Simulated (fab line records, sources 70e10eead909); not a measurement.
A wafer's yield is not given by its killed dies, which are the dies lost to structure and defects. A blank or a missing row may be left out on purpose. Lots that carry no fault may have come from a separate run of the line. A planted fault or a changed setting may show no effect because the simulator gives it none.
fab line records	flow nandHarc
record: lots: 15	wafers: 45	lastDay: 33
route steps=1302 shown A_CHANNEL_HOLE_D2@588
lots that met no fault: taken from a fault-free run of the same line
startH: start of the lot's first displayed wafer, in hours after the record's first day	waitH: hours since the lot's step before	" same as the row above	L1.1+2: several wafers, shown together as one row	- either no value or no given start	* or withheld: withheld	< > ~ a bound
route shown NAME@n: a module of which the file shows steps, and the number in the route of the first	usual: mean/standard deviation taken from wafers without a fault	same: alike in all rows	chamber/n: place in a boat	sites: the reading at each site	_std_site: their standard deviation	_edge_site: outer sites' mean less inner sites'	radiusMm: for every site, how far away it sits from the centre of the wafer	mask NAME#n: copy n	behind: tool/chamber where the wafer was last shaped	hold: why the lot went on hold/how many hours it stayed there/how the hold came to an end	device: which transistor (n, p or np) failed to switch	end of line: the same wafers' tests at the end of the route	a step given without rows: its recipe and nothing more	killed: at the first sort, the dies lost to defects and structure; wafer yield is something else	map: the dies of a wafer, with x for killed, . for not killed, _ for no die there
set.NAME: the run value of the setting; set.NAME@STEP: its run value at that earlier step	model.NAME: the simulator's own value behind a step, which no gauge read
a sample of lots followed through the steps of the route, with each step as a table and each wafer as a row
services: a tool's chamber out of use, with start hour (startH, from the record's first day; less than 0 if before it), hours out, and reason
== steps ==
step: NHARC_A_CHANNEL_HOLE_D2_ETCH_34
recipe: targetDepthA: 1540	timeS: 77	cf4FlowSccm: 100	chf3FlowSccm: 30	arFlowSccm: 0	rfW: 500	biasW: 200	chemistry: CF4/CHF3
usual: biasW: 200.0/0.54	cf4FlowSccm: 100.0/0.31	drypumpMotorCurrentA: 5.7/0.46	mfcArSccm: 0.010/0.012	oesProductAu: 0.962/0.019	rfVppV: 370.5/2.9	showerheadPlenumPTorr: 1.57/0.082	throttleValvePct: 16.803/0.0093
lot.wafer	tool	chamber	startH	waitH	biasW	cf4FlowSccm	drypumpMotorCurrentA	mfcArSccm	oesProductAu	rfHoursCounterH	rfVppV	showerheadPlenumPTorr	throttleValvePct
L824.3	rieDiel-08	0	-	-	200.5	99.9	5.7	0	0.982	5.6	373.0	1.63	16.797
L824.4	"	2	"	"	200.0	99.9	6.0	0.014	0.949	5.1	366.8	1.47	16.797
L824.5	"	0	"	"	200.0	99.9	5.7	0	0.980	-	373.0	1.63	16.799
L823.3	rieDiel-08	3	-	-	200.6	100.2	6.7	0.008	0.979	6.7	367.6	1.48	16.811
L823.4	"	0	"	"	201.5	99.8	5.7	0	0.970	6.8	372.3	1.63	16.798
L823.6	"	3	"	"	200.0	99.9	6.7	0.008	0.981	-	367.3	1.48	16.804
L826.1	rieDiel-07	1	-	-	200.3	99.6	5.4	0.007	0.971	0.4	373.5	1.65	16.809
L826.4	"	2	"	"	200.1	100.3	5.7	0.040	0.966	0.3	373.4	1.68	16.809
L826.6	"	1	"	"	199.6	99.8	5.4	0.007	0.981	-	372.1	1.65	16.811
L825.2	rieDiel-08	2	-	-	200.0	99.7	5.9	0.014	0.961	6.7	366.6	1.47	16.803
L825.4	"	3	"	"	200.0	100.4	6.7	0.008	0.969	7.7	368.7	1.48	16.813
L825.1	"	0	"	"	199.9	100.2	5.6	0	0.985	7.6	371.9	1.63	16.805
L828.2	rieDiel-07	1	-	-	199.9	100.0	5.4	0.007	0.932	1.8	372.5	1.65	16.773
L828.1	"	2	"	"	200.2	99.3	5.7	0.040	0.937	2.1	373.2	1.68	16.818
L828.6	"	2	"	"	201.0	99.9	5.7	0.040	0.925	-	374.8	1.68	16.810
L827.1	rieDiel-03	3	-	-	200.4	100.2	6.2	0.010	0.979	1.9	372.6	1.60	16.811
L827.6	"	3	"	"	199.3	100.0	6.2	0.010	0.979	-	370.7	1.60	16.811
L827.5	"	0	"	"	200.3	100.0	5.0	0	0.971	-	371.6	1.60	16.821
L829.4	rieDiel-08	1	-	-	200.9	100.4	5.7	0.019	0.962	8.5	366.5	1.47	16.792
L829.1	"	2	"	"	199.4	100.0	6.0	0.014	0.949	8.2	366.5	1.47	16.801
L829.5	"	3	"	"	200.3	99.8	6.7	0.008	0.941	-	368.4	1.48	16.791
L831.2	rieDiel-03	1	-	-	200.4	100.2	5.8	0.024	0.954	5.0	366.6	1.47	16.819
L831.4	"	3	"	"	200.2	100.0	6.3	0.010	0.972	4.0	371.7	1.60	16.806
L831.1	"	0	"	"	200.8	100.0	4.9	0	0.976	3.0	370.0	1.60	16.804
L830.2	rieDiel-07	3	-	-	200.7	100.1	5.8	0	0.963	4.3	374.6	1.68	16.792
L830.3	"	1	"	"	200.3	100.3	5.4	0.007	0.985	3.7	371.9	1.65	16.791
L830.6	"	0	"	"	199.1	100.0	5.2	0	0.983	-	370.7	1.58	16.798
L832.3	rieDiel-08	1	-	-	199.4	99.8	5.7	0.019	0.973	0.5	366.9	1.47	16.804
L832.5	"	1	"	"	199.4	100.3	5.8	0.019	0.969	-	368.8	1.47	16.807
L832.6	"	3	"	"	200.2	99.8	6.7	0.008	0.976	-	366.2	1.48	16.816
L835.3	rieDiel-03	2	-	-	200.5	100.0	5.3	0	0.977	6.2	371.7	1.63	16.802
L835.6	"	1	"	"	201.0	99.9	5.8	0.024	0.970	-	367.8	1.47	16.803
L835.5	"	2	"	"	199.9	99.6	5.3	0	0.975	-	372.7	1.63	16.797
L836.2	rieDiel-07	0	-	-	200.0	100.0	5.2	0	0.985	5.5	370.9	1.58	16.818
L836.1	"	1	"	"	201.1	100.0	5.4	0.007	0.963	5.4	373.5	1.65	16.794
L836.5	"	0	"	"	199.8	100.0	5.2	0	0.976	-	371.2	1.58	16.814
L837.3	rieDiel-08	0	-	-	199.3	100.2	5.6	0	0.990	2.6	371.0	1.62	16.825
L837.4	"	1	"	"	200.3	99.8	5.8	0.019	0.972	2.7	367.8	1.47	16.820
L837.6	"	3	"	"	199.9	99.7	6.7	0.008	0.982	-	367.3	1.48	16.785
L845.3	rieDiel-07	3	-	-	199.4	100.4	5.8	0	0.990	2.9	373.6	1.68	16.807
L845.1	"	0	"	"	200.8	100.3	5.2	0	0.962	3.6	370.8	1.58	16.809
L845.2	"	2	"	"	199.7	100.2	5.7	0.040	0.981	2.9	373.2	1.68	16.793
L846.1	rieDiel-08	0	-	-	200.0	100.3	5.7	0	0.926	7.1	372.5	1.62	16.803
L846.6	"	0	"	"	200.5	100.2	5.7	0	0.942	-	373.7	1.62	16.815
L846.5	"	1	"	"	200.7	100.2	5.8	0.019	0.958	-	368.8	1.47	16.812
step: NHARC_A_CHANNEL_HOLE_D2_ETCH_23
recipe: biasV: 5000	sourceW: withheld	pressureMtorr: 20	timeS: 819	arFlowSccm: 375	c4f8FlowSccm: 89.3	o2FlowSccm: 35.7	tempC: -20	targetDepthA: 16000	chemistry: C4F8/O2/Ar
usual: c4f8FlowSccm: 89.32/0.25	chamberPressureMTorr: 19.999/0.019	drypumpMotorCurrentA: 5.9/0.52	mfcArSccm: 375.0/1.2	o2FlowSccm: 35.70/0.1	showerheadPlenumPTorr: 3.68/0.14	throttleValvePct: 32.154/0.0092
lot.wafer	tool	chamber	startH	waitH	c4f8FlowSccm	chamberPressureMTorr	drypumpMotorCurrentA	mfcArSccm	o2FlowSccm	rfHoursCounterH	showerheadPlenumPTorr	throttleValvePct
L824.4	harEtch-02	1	290.12	0.5	89.81	20.017	5.0	375.2	35.77	-	3.58	32.172
L824.3	"	0	"	"	89.08	20.005	5.9	374.9	35.81	-	3.61	32.157
L824.5	"	1	"	"	89.47	19.995	5.0	374.0	35.89	-	3.58	32.150
L823.3	harEtch-01	1	314.86	0.5	89.44	20.010	6.0	373.7	35.83	-	3.59	32.150
L823.4	"	0	"	"	89.12	19.982	6.5	374.2	35.53	-	3.69	32.154
L823.6	"	0	"	"	88.81	19.986	6.5	374.7	35.73	-	3.69	32.151
L826.1	harEtch-01	1	321.22	0.5	89.25	20.009	6.0	374.8	35.62	174	3.58	32.145
L826.4	"	0	"	"	89.51	19.999	6.5	375.0	35.81	-	3.69	32.157
L826.6	"	0	"	"	89.36	20.040	6.5	375.4	35.67	-	3.69	32.168
L825.1	harEtch-02	1	322.30	0.5	89.23	20.015	5.0	375.9	35.51	360	3.57	32.155
L825.2	"	0	"	"	89.18	20.001	5.8	375.5	35.68	376	3.60	32.147
L825.4	"	1	"	"	89.27	19.997	5.0	375.1	35.62	-	3.57	32.152
L828.2	harEtch-02	0	336.68	0.5	89.16	19.991	5.9	373.8	35.79	383	3.60	32.120
L828.1	"	1	"	"	89.70	20.033	5.0	374.7	35.93	368	3.56	32.139
L828.6	"	1	"	"	89.56	20.002	5.0	375.2	35.91	-	3.56	32.163
L827.1	harEtch-01	1	337.11	0.5	89.46	19.967	5.9	374.6	35.62	185	3.58	32.155
L827.5	"	0	"	"	89.71	20.029	6.4	373.4	35.78	-	3.68	32.144
L827.6	"	1	"	"	89.49	19.997	6.0	375.0	35.69	-	3.58	32.154
L829.1	harEtch-01	0	351.96	0.5	89.54	19.954	6.4	375.7	35.69	193	3.68	32.162
L829.4	"	0	"	"	89.27	20.001	6.4	373.7	35.59	-	3.68	32.145
L829.5	"	0	"	"	89.27	19.987	6.4	375.7	35.80	-	3.68	32.151
L831.2	harEtch-02	1	375.64	0.5	89.66	19.998	5.0	374.8	35.61	391	3.55	32.148
L831.1	"	0	"	"	89.91	20.024	5.9	372.6	35.66	406	3.58	32.151
L831.4	"	0	"	"	89.56	20.003	5.9	375.2	35.61	-	3.58	32.152
L830.2	harEtch-01	0	375.86	0.5	89.17	19.974	6.5	372.1	35.71	208	3.67	32.141
L830.3	"	0	"	"	89.65	20.027	6.5	376.4	35.54	-	3.67	32.153
L830.6	"	0	"	"	89.73	20.022	6.4	374.6	35.63	-	3.67	32.179
L832.3	harEtch-01	1	391.97	0.5	89.32	20.008	5.9	376.1	35.70	-	3.56	32.160
L832.6	"	0	"	"	89.04	19.997	6.4	375.6	35.69	-	3.67	32.149
L832.5	"	1	"	"	89.32	20.024	5.9	375.6	35.67	-	3.56	32.154
L835.3	harEtch-01	1	416.17	0.5	89.33	19.978	5.9	373.8	35.67	-	3.55	32.153
L835.6	"	1	"	"	89.57	20.023	6.0	375.6	35.69	-	3.55	32.157
L835.5	"	0	"	"	88.82	19.977	6.4	374.1	35.61	-	3.66	32.159
L836.1	harEtch-02	0	418.17	0.5	89.08	20.032	5.8	374.7	35.65	13	3.93	32.154
L836.2	"	1	"	"	89.54	20.008	5.0	376.1	35.53	13	3.93	32.158
L836.5	"	1	"	"	89.52	20.001	5.0	375.6	35.62	-	3.93	32.143
L837.4	harEtch-02	0	441.56	0.5	89.45	19.992	5.9	375.2	35.69	-	3.92	32.135
L837.3	"	1	"	"	89.40	20.000	5.0	378.2	35.66	-	3.92	32.151
L837.6	"	0	"	"	89.26	19.993	5.9	375.8	35.86	-	3.92	32.165
L845.1	harEtch-01	0	515.56	0.5	89.51	20.000	6.5	373.8	35.72	296	3.62	32.150
L845.2	"	1	"	"	89.16	19.996	5.9	375.5	35.69	296	3.52	32.147
L845.3	"	1	"	"	89.42	19.992	5.9	374.0	35.71	-	3.52	32.171
L846.1	harEtch-01	0	529.02	0.5	89.72	20.022	6.4	376.2	35.77	300	3.62	32.159
L846.5	"	0	"	"	89.39	19.988	6.5	377.2	35.71	-	3.62	32.127
L846.6	"	1	"	"	88.66	19.961	6.0	372.6	35.85	-	3.52	32.175
step: NHARC_A_CHANNEL_HOLE_D2_ETCH_26
recipe: biasV: 300	sourceW: 2000	pressureMtorr: 30	timeS: 224.1	arFlowSccm: 375	c4f8FlowSccm: 11.4	o2FlowSccm: 113.6	tempC: -20	targetDepthA: 3000	chemistry: C4F8/O2/Ar
usual: biasV: 300.0/2.9	c4f8FlowSccm: 11.40/0.037	drypumpMotorCurrentA: 5.9/0.52	mfcArSccm: 375.1/1.2	o2FlowSccm: 113.6/0.34	showerheadPlenumPTorr: 3.72/0.15	throttleValvePct: 24.585/0.0099
lot.wafer	tool	chamber	startH	waitH	biasV	c4f8FlowSccm	drypumpMotorCurrentA	mfcArSccm	o2FlowSccm	rfHoursCounterH	showerheadPlenumPTorr	throttleValvePct
L824.4	harEtch-02	1	292.32	0.5	303.8	11.38	5.0	376.5	113.8	-	3.61	24.584
L824.3	"	0	"	"	301.4	11.36	5.9	373.8	113.3	-	3.65	24.580
L824.5	"	1	"	"	299.3	11.47	5.0	376.0	113.8	-	3.62	24.583
L823.3	harEtch-01	1	317.02	0.5	303.2	11.42	6.0	377.6	113.8	-	3.63	24.581
L823.4	"	0	"	"	299.7	11.43	6.4	374.1	113.5	-	3.74	24.578
L823.6	"	0	"	"	301.7	11.46	6.4	373.1	113.6	-	3.74	24.583
L826.1	harEtch-01	1	323.54	0.7	295.2	11.35	5.9	375.9	113.7	176	3.62	24.582
L826.4	"	0	"	"	299.1	11.42	6.5	374.9	113.6	-	3.73	24.589
L826.6	"	0	"	"	295.1	11.41	6.4	375.5	113.7	-	3.73	24.584
L825.1	harEtch-02	1	324.64	0.7	296.2	11.36	5.0	374.9	113.7	363	3.60	24.577
L825.2	"	0	"	"	300.3	11.47	5.9	375.7	113.3	378	3.64	24.571
L825.4	"	1	"	"	293.2	11.40	5.0	374.9	113.4	-	3.60	24.580
L828.2	harEtch-02	0	339.00	0.7	299.7	11.37	5.9	373.9	113.3	386	3.64	24.594
L828.1	"	1	"	"	297.9	11.36	5.0	374.5	114.1	371	3.60	24.566
L828.6	"	1	"	"	299.4	11.39	5.0	374.3	113.7	-	3.60	24.597
L827.1	harEtch-01	1	339.35	0.6	301.4	11.50	6.0	374.9	113.0	187	3.62	24.591
L827.5	"	0	"	"	306.7	11.44	6.5	375.4	113.8	-	3.73	24.595
L827.6	"	1	"	"	303.8	11.43	5.9	375.6	112.8	-	3.62	24.583
L829.1	harEtch-01	0	354.21	0.6	299.1	11.37	6.5	373.0	114.0	195	3.72	24.576
L829.4	"	0	"	"	300.4	11.40	6.4	372.1	113.5	-	3.72	24.611
L829.5	"	0	"	"	303.0	11.41	6.5	372.6	113.7	-	3.72	24.583
L831.2	harEtch-02	1	378.00	0.7	299.3	11.37	5.0	374.8	113.1	393	3.59	24.564
L831.1	"	0	"	"	300.4	11.42	5.9	377.1	113.4	408	3.62	24.593
L831.4	"	0	"	"	301.3	11.43	5.9	375.6	113.1	-	3.62	24.584
L830.2	harEtch-01	0	378.20	0.7	297.7	11.37	6.5	375.0	113.8	210	3.71	24.588
L830.3	"	0	"	"	296.0	11.39	6.5	374.9	113.5	-	3.71	24.593
L830.6	"	0	"	"	297.1	11.38	6.5	374.4	113.6	-	3.71	24.577
L832.3	harEtch-01	1	394.08	0.4	298.7	11.41	6.0	375.9	114.0	-	3.60	24.589
L832.6	"	0	"	"	298.3	11.40	6.4	375.5	113.5	-	3.71	24.570
L832.5	"	1	"	"	301.3	11.40	5.9	376.0	113.7	-	3.60	24.571
L835.3	harEtch-01	1	418.33	0.5	-	-	-	-	-	-	-	-
L835.6	"	1	"	"	-	-	-	-	-	-	-	-
L835.5	"	0	"	"	-	-	-	-	-	-	-	-
L836.1	harEtch-02	0	420.50	0.7	-	-	-	-	-	-	-	-
L836.2	"	1	"	"	-	-	-	-	-	-	-	-
L836.5	"	1	"	"	-	-	-	-	-	-	-	-
L837.4	harEtch-02	0	443.72	0.5	-	-	-	-	-	-	-	-
L837.3	"	1	"	"	-	-	-	-	-	-	-	-
L837.6	"	0	"	"	-	-	-	-	-	-	-	-
L845.1	harEtch-01	0	517.90	0.7	300.8	11.42	6.5	374.6	114.0	298	3.66	24.583
L845.2	"	1	"	"	300.1	11.36	5.9	375.6	113.2	298	3.56	24.578
L845.3	"	1	"	"	303.6	11.35	5.9	374.9	113.6	-	3.56	24.587
L846.1	harEtch-01	0	531.37	0.7	304.8	11.38	6.4	375.3	113.5	302	3.66	24.589
L846.5	"	0	"	"	301.4	11.44	6.5	377.6	113.7	-	3.66	24.609
L846.6	"	1	"	"	303.2	11.39	6.0	375.7	113.6	-	3.55	24.580
step: NHARC_A_CHANNEL_HOLE_D2_ETCH_44
recipe: targetDepthA: 1400	overetchA: 140	timeS: 77	ionEnergyEv: 100	cf4FlowSccm: 80	o2FlowSccm: 20	arFlowSccm: 0	rfW: 300	biasW: 100	chemistry: CF4/O2
usual: biasW: 99.98/0.29	cf4FlowSccm: 80.04/0.24	drypumpMotorCurrentA: 5.8/0.47	mfcArSccm: 0.010/0.0098	o2FlowSccm: 20.00/0.058	oesProductAu: 1.002/0.0088	rfVppV: 197.4/1.6	showerheadPlenumPTorr: 1.32/0.072	throttleValvePct: 13.399/0.0091
lot.wafer	tool	chamber	startH	waitH	biasW	cf4FlowSccm	drypumpMotorCurrentA	mfcArSccm	o2FlowSccm	oesProductAu	rfHoursCounterH	rfVppV	showerheadPlenumPTorr	throttleValvePct
L824.4	rieDiel-07	1	293.19	0.1	99.58	80.30	5.4	0.007	19.93	0.989	10.5	197.7	1.40	13.391
L824.3	"	2	"	"	99.71	80.08	5.8	0.040	19.95	0.992	9.6	198.7	1.43	13.388
L824.5	"	1	"	"	100.07	80.42	5.4	0.007	19.90	1.004	-	199.2	1.40	13.407
L823.4	rieDiel-08	3	317.90	0.0	100.38	79.50	6.7	0.008	20.14	1.017	7.3	194.3	1.25	13.402
L823.3	"	0	"	"	99.61	80.03	5.7	0	20.10	1.013	7.3	199.3	1.38	13.400
L823.6	"	3	"	"	100.50	80.17	6.6	0.008	20.11	1.003	-	197.3	1.25	13.398
L826.4	rieDiel-07	0	324.49	0.1	99.80	80.48	5.2	0	19.96	1.011	0.9	198.4	1.34	13.403
L826.1	"	2	"	"	99.83	79.88	5.7	0.040	19.96	0.995	0.9	199.5	1.43	13.403
L826.6	"	0	"	"	100.07	80.63	5.2	0	19.97	1.002	-	198.4	1.34	13.399
L825.1	rieDiel-08	2	325.58	0.1	100.12	80.34	6.0	0.014	19.90	1.005	7.3	196.4	1.24	13.392
L825.4	"	3	"	"	99.90	79.98	6.6	0.008	20.08	1.002	8.4	197.6	1.25	13.390
L825.2	"	0	"	"	99.73	79.88	5.6	0	20.05	1.007	8.4	198.9	1.38	13.389
L828.1	rieDiel-07	0	339.94	0.1	100.00	80.08	5.2	0	20.10	1.007	2.3	198.5	1.34	13.401
L828.2	"	3	"	"	99.53	79.80	5.8	0	19.98	1.001	2.5	200.3	1.43	13.391
L828.6	"	1	"	"	99.88	80.13	5.4	0.007	20.10	1.006	-	198.0	1.40	13.393
L827.1	rieDiel-08	2	340.27	0.1	100.21	79.68	6.0	0.014	19.92	0.995	7.6	196.2	1.24	13.403
L827.5	"	2	"	"	100.44	79.73	6.0	0.014	19.95	1.003	-	195.8	1.24	13.401
L827.6	"	3	"	"	99.75	80.71	6.7	0.008	19.98	1.007	-	195.3	1.25	13.406
L829.1	rieDiel-08	2	355.13	0.1	100.22	79.96	6.0	0.014	20.09	0.998	8.7	195.5	1.24	13.408
L829.4	"	3	"	"	99.58	80.51	6.7	0.008	19.97	0.992	9.6	196.1	1.25	13.399
L829.5	"	0	"	"	99.98	79.97	5.7	0	20.01	0.984	-	199.1	1.38	13.405
L831.4	rieDiel-07	3	378.94	0.1	100.47	80.19	5.8	0	19.96	0.987	4.6	201.3	1.43	13.405
L831.2	"	1	"	"	99.79	79.94	5.4	0.007	19.90	1.007	4.2	200.1	1.40	13.413
L831.1	"	2	"	"	99.85	79.44	5.7	0.040	20.07	1.003	4.6	199.7	1.43	13.399
L830.2	rieDiel-08	2	379.15	0.1	100.09	80.02	6.0	0.014	19.99	0.993	0.1	195.0	1.24	13.415
L830.3	"	0	"	"	100.34	79.54	5.6	0	20.00	1.004	0.1	200.4	1.38	13.395
L830.6	"	2	"	"	100.10	80.48	6.0	0.014	19.99	1.002	-	194.4	1.24	13.402
L832.3	rieDiel-08	3	394.98	0.1	100.27	80.05	6.7	0.008	20.03	1.003	0.9	196.5	1.25	13.395
L832.6	"	1	"	"	99.76	79.73	5.7	0.019	20.02	1.003	-	196.5	1.24	13.394
L832.5	"	3	"	"	99.75	80.04	6.7	0.008	19.96	1.011	-	196.9	1.25	13.389
L835.3	rieDiel-08	3	419.21	0.1	100.12	80.06	6.7	0.008	19.92	1.013	2.0	196.0	1.25	13.404
L835.5	"	2	"	"	100.10	80.14	6.0	0.014	20.01	1.012	-	194.3	1.24	13.379
L835.6	"	3	"	"	99.91	80.25	6.7	0.008	19.98	1.013	-	196.1	1.25	13.377
L836.1	rieDiel-03	2	421.45	0.1	99.84	79.96	5.3	0	19.91	0.995	6.7	200.2	1.39	13.396
L836.2	"	3	"	"	99.92	79.90	6.2	0.010	19.98	0.989	6.3	198.7	1.36	13.415
L836.5	"	1	"	"	100.06	79.80	5.7	0.024	20.05	0.984	-	195.4	1.24	13.403
L837.4	rieDiel-08	0	444.61	0.1	99.90	80.29	5.6	0	19.90	0.997	3.5	200.0	1.38	13.400
L837.3	"	1	"	"	99.76	79.81	5.8	0.019	20.06	0.996	3.7	196.2	1.24	13.385
L837.6	"	2	"	"	100.56	80.26	6.0	0.014	19.98	0.986	-	195.0	1.24	13.385
L845.2	rieDiel-08	2	518.85	0.1	100.07	79.98	6.0	0.014	19.99	1.001	5.9	195.3	1.24	13.399
L845.3	"	3	"	"	100.23	80.25	6.7	0.008	20.05	1.011	6.0	196.8	1.25	13.402
L845.1	"	1	"	"	99.88	79.79	5.8	0.019	20.03	1.015	7.2	195.4	1.24	13.414
L846.1	rieDiel-08	3	532.31	0.1	99.79	80.02	6.7	0.008	19.94	1.006	7.6	196.0	1.25	13.387
L846.6	"	3	"	"	100.30	80.33	6.7	0.008	20.04	1.001	-	197.0	1.25	13.408
L846.5	"	0	"	"	100.01	79.81	5.7	0	19.97	1.000	-	198.1	1.38	13.397
== services ==
tool	chamber	startH	hours	kind
rieDiel-07	3	270.95	13.2	repair
rieDiel-08	0	273.59	-	clean
rieDiel-08	1	273.59	-	clean
rieDiel-08	2	273.59	-	clean
rieDiel-08	3	273.59	-	clean
rieDiel-03	-	281.30	9.0	pm
rieDiel-08	2	290.72	15.0	repair
rieDiel-07	-	294.20	9.0	pm
rieDiel-03	0	297.68	25.2	repair
rieDiel-08	0	298.09	-	clean
rieDiel-08	1	298.09	-	clean
rieDiel-08	3	298.09	-	clean
rieDiel-08	0	322.59	-	clean
rieDiel-08	-	367.80	9.0	pm
harEtch-02	-	382.53	17.0	pm
rieDiel-07	0	389.59	10.0	repair
rieDiel-08	0	395.96	7.0	repair
rieDiel-07	1	422.56	5.5	repair
harEtch-01	-	431.52	1.5	repair
rieDiel-07	2	432.50	20.1	repair
rieDiel-07	0	445.54	1.3	repair
rieDiel-08	3	452.18	3.8	repair
rieDiel-03	-	458.30	9.0	pm
rieDiel-07	-	471.20	9.0	pm
== key ==
firstSign: step: NHARC_A_CHANNEL_HOLE_D2_ETCH_26	reading: toolRecord	direction: missing
effect none on later readings
metAt NHARC_A_CHANNEL_HOLE_D2_ETCH_26
struckLots L835,L836,L837
laterRowsLeftOut L835.3,L835.5,L835.6,L836.1,L836.2,L836.5,L837.3,L837.4,L837.6
sortLeftOut L835.3,L835.5,L835.6,L836.1,L836.2,L836.5,L837.3,L837.4,L837.6
testerLeftOut L835,L836,L837
notActingAt NHARC_A_CHANNEL_HOLE_D2_ETCH_34,NHARC_A_CHANNEL_HOLE_D2_ETCH_23,NHARC_A_CHANNEL_HOLE_D2_ETCH_44
onsetBetween 394.08 418.33
fault: kind: skippedStepWhole	tool: harEtch-01,harEtch-02	chamber: -	onsetH: 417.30	steps: NHARC_A_CHANNEL_HOLE_D2_ETCH_26	scope: struckLotsOnly
testerLeftOut: of these lots the tester's yield and bins aren't shown, on N5 and GAA mostly nor the transistor test; their killed dies are dies lost to structure and defects alone, not to doping, threshold or leakage, so they don't give the yield
sortLeftOut: the simulated sort isn't trusted on such a fault, so these wafers' sort isn't shown, and their yield isn't known
laterRowsLeftOut: the simulator's readings of these wafers behind a module that went badly wrong aren't trusted and aren't shown, but for the sort
